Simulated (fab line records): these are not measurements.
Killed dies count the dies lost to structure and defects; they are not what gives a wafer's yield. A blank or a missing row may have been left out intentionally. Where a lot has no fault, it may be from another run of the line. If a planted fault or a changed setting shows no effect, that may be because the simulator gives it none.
Matching of chambers	flow n5Finfet	3 sister chambers for N5_BEOL_M15_ILD_DEP_00 on pecvd-04
The step deposits SiO2 from TEOS/O2, target thk 1629.3 nm, time 346.1 s. 20 wafers are shown with their chamber, then 10 later ones without.

WAFERS, EACH WITH ITS CHAMBER
wafer	chamber	throttleValvePct (%)	showerheadPlenumPTorr (Torr)	heaterPowerW (W)
L076.3	0	19.5	8.360	764
L076.5	0	19.4	8.335	608
L076.6	1	20.7	8.381	802
L080.2	0	19.7	8.358	709
L080.3	1	20.7	8.381	804
L080.6	1	20.8	8.374	646
L082.4	2	17.8	8.312	577
L082.5	0	19.5	8.349	743
L082.6	1	20.9	8.378	817
L085.2	0	19.6	8.370	616
L085.3	2	17.8	8.317	726
L085.5	2	17.7	8.310	589
L081.3	1	20.6	8.391	686
L081.5	0	19.6	8.356	582
L081.6	2	17.8	8.308	743
L087.1	2	17.6	8.309	628
L087.3	0	19.5	8.328	603
L087.6	1	20.4	8.401	796
L088.2	1	20.8	8.362	691
L088.4	0	19.4	8.351	783

SIGNATURES, as means of the wafers listed above
reading	chamber 0	chamber 1	chamber 2	scatter within a chamber
throttleValvePct	19.525	20.700	17.740	0.125
showerheadPlenumPTorr	8.35088	8.38114	8.31120	0.0116
heaterPowerW	676.00	748.86	652.60	77.3
Rule: a wafer lies at a distance from a chamber equal to the root of the sum of squares, over the readings, of (its reading less the chamber's mean, divided by the reading's scatter). If the next closest chamber is less than 2 further off than the closest, the wafer can't be placed; otherwise it belongs to the closest. How the scatter is found: for the shown wafers, subtract from each reading the mean of its chamber, square and add these, divide the total by (wafers less chambers), then take the root.

WAFERS MISSING THEIR CHAMBER
wafer	throttleValvePct (%)	showerheadPlenumPTorr (Torr)	heaterPowerW (W)
L088.5	17.8	8.336	585
L089.4	19.7	8.357	749
L089.5	20.8	8.368	656
L089.6	17.9	8.322	754
L093.2	20.9	8.352	749
L093.3	17.6	8.336	744
L093.5	17.7	8.318	570
L097.2	18.0	8.316	664
L097.3	19.7	8.362	736
L097.5	19.9	8.354	609

THE CHAMBER EACH PASSED THROUGH
wafer	from the rows above	in truth
L088.5	2	2
L089.4	0	0
L089.5	1	1
L089.6	2	2
L093.2	1	1
L093.3	2	2
L093.5	2	2
L097.2	2	2
L097.3	0	0
L097.5	0	0
Placed correctly: 10 of 10. Not placeable from these rows: 0. Wrongly placed: 0.
